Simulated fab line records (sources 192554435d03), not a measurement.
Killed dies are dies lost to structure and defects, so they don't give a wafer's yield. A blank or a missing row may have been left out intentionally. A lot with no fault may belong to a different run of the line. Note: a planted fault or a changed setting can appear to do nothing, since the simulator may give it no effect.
Chamber matching + flow n5 finfet + 4 sister chambers for N5_GATE_CUT_CMP_43 on cmp-01
The step polishes SiO2. 8 wafers are shown with their chamber, then 8 later ones without.

## WAFERS, EACH WITH ITS CHAMBER
| wafer  | chamber | motor current A (A) | edge zone pressure frac |
|--------|---------|---------------------|-------------------------|
| L083.3 | 0       | 11.3                | 0.989                   |
| L083.4 | 1       | 10.5                | 0.997                   |
| L085.3 | 1       | 11.7                | 1.003                   |
| L085.5 | 3       | 11.9                | 0.997                   |
| L087.1 | 3       | 12.3                | 0.996                   |
| L087.4 | 2       | 12.5                | 1.002                   |
| L087.5 | 2       | 11.8                | 1.004                   |
| L090.1 | 0       | 11.7                | 0.999                   |

## WAFERS WHOSE CHAMBER IS MISSING
| wafer  | motor current A (A) | edge zone pressure frac |
|--------|---------------------|-------------------------|
| L090.2 | 12.4                | 1.006                   |
| L090.6 | 11.5                | 0.997                   |
| L093.1 | 11.7                | 0.994                   |
| L093.4 | 12.2                | 0.996                   |
| L093.5 | 11.7                | 0.992                   |
| L094.1 | 12.0                | 1.003                   |
| L094.5 | 11.4                | 1.003                   |
| L094.6 | 12.5                | 0.996                   |

## WHICH CHAMBER EACH WENT THROUGH
| wafer  | from the rows above               | in truth |
|--------|-----------------------------------|----------|
| L090.2 | can't be placed: 2 or 3 or 1      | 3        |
| L090.6 | can't be placed: 0 or 1 or 3 or 2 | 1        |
| L093.1 | can't be placed: 0 or 3 or 1 or 2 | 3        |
| L093.4 | can't be placed: 3 or 0 or 2      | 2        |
| L093.5 | can't be placed: 0 or 3 or 1      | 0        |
| L094.1 | can't be placed: 2 or 3 or 1      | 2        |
| L094.5 | can't be placed: 1 or 2 or 3 or 0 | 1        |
| L094.6 | can't be placed: 3 or 2 or 0      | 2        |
Correctly placed: 0 of 8. From these rows, 8 cannot be placed; in 8 the true chamber is one of the candidates. Number placed wrongly: 0.
How it was worked out, from the rows above alone: a wafer's distance from a chamber is the root of the sum, over the readings, of the square of ((its reading less the chamber's mean) divided by the reading's scatter). The wafer belongs to the nearest chamber; if the next one is less than 2 further off, it can't be placed. The mean given for a chamber averages the wafers shown for that chamber. The scatter: take each reading less its chamber's mean, square it, sum over the shown wafers, divide by the number of wafers less the number of chambers, and take the root.
